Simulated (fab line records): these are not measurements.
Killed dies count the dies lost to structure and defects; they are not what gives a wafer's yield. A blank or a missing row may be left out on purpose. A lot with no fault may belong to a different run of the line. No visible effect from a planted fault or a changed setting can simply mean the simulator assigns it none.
Which tool is to blame? | flow nand harc | 42 wafers from 15 lots sampled at 2 of the route's 1302 steps

WHAT THE GAUGES SHOWED, per wafer
NHARC_A_ONON_D1_THK_MEAS_08: measures by ellipsometry. Usual: thk nm 1000 nm, standard deviation 9.1.
lot  | measured     | on            | thk nm (nm)    | flag
L284 | day 8 06:30  | film metro-02 | 1015 1014 1013 |
L285 | day 8 14:49  | film metro-01 | 1000 1001 1001 |
L286 | day 9 01:57  | film metro-02 | 991 991 992    |
L287 | day 9 02:05  | film metro-01 | 997 999 997    |
L288 | day 9 18:26  | film metro-02 | 988 989 987    |
L289 | day 10 11:05 | film metro-02 | 1006 1007 1007 |
L290 | day 10 18:32 | film metro-02 | 1019 1016 1018 |
L292 | day 11 17:38 | film metro-02 | 1002 1004 1001 |
L293 | day 11 23:52 | film metro-02 | 999 998 999    |
L294 | day 12 04:55 | film metro-02 | 996 994 994    |
L295 | day 12 19:03 | film metro-01 | 998 999 998    |
L298 | day 13 21:00 | film metro-01 | 995 994        |
L301 | day 15 02:16 | film metro-01 | 988 987        |
L300 | day 15 02:16 | film metro-02 | 1020 1020      |
L305 | day 16 22:57 | film metro-01 | 998 998 999    |

NHARC_A_ONON_D1_THK_MEAS_34: measures by ellipsometry. Usual: thk nm 200 nm, standard deviation 3.
lot  | measured     | on            | thk nm (nm) | flag
L284 | day 8 19:45  | film metro-01 | 199 203 201 |
L285 | day 9 02:47  | film metro-02 | 200 198 200 |
L286 | day 9 13:26  | film metro-02 | 200 203 201 |
L287 | day 9 13:29  | film metro-01 | 198 198 204 |
L288 | day 10 06:07 | film metro-02 | 201 202 200 |
L289 | day 10 23:45 | film metro-02 | 200 198 198 |
L290 | day 11 08:03 | film metro-02 | 204 203 205 |
L292 | day 12 05:18 | film metro-02 | 201 199 199 |
L293 | day 12 11:56 | film metro-02 | 199 202 196 |
L294 | day 12 16:44 | film metro-01 | 195 199 201 |
L295 | day 13 07:11 | film metro-01 | 198 199 198 |
L298 | day 14 08:42 | film metro-02 | 199 201     |
L301 | day 15 14:49 | film metro-01 | 199 198     |
L300 | day 15 14:50 | film metro-01 | 201 207     |
L305 | day 17 10:34 | film metro-02 | 200 202 199 |

WHICH TOOL RAN EACH LOT (tool, then ch and the chambers of the sampled wafers, then the start)
The record holds no process step before these readings.

WHAT THE TOOLS THEMSELVES READ (means of the sampled wafers that have a number; where no wafer has one, the mark that the record gives instead)
The record holds no such reading with a usual standard deviation.

THE ANSWER, worked out from the rows above alone
Rule: a lot is off if the mean of its wafers that have a number lies more than 3 standard deviations from the usual mean. Also off: a lot with no number at a reading for which 4 or more lots have one. The other lots that the step has rows for count as sound. The gauges are gone through in route order, then the tools' own readings, and for those a lot's mean is taken as printed above. The first step at which some lot is off is used, and at that step the reading that is off furthest; a lot without a number counts as furthest.
Nothing can be told from this: no lot is off at any reading shown.

WHAT THE SIMULATOR PUT IN
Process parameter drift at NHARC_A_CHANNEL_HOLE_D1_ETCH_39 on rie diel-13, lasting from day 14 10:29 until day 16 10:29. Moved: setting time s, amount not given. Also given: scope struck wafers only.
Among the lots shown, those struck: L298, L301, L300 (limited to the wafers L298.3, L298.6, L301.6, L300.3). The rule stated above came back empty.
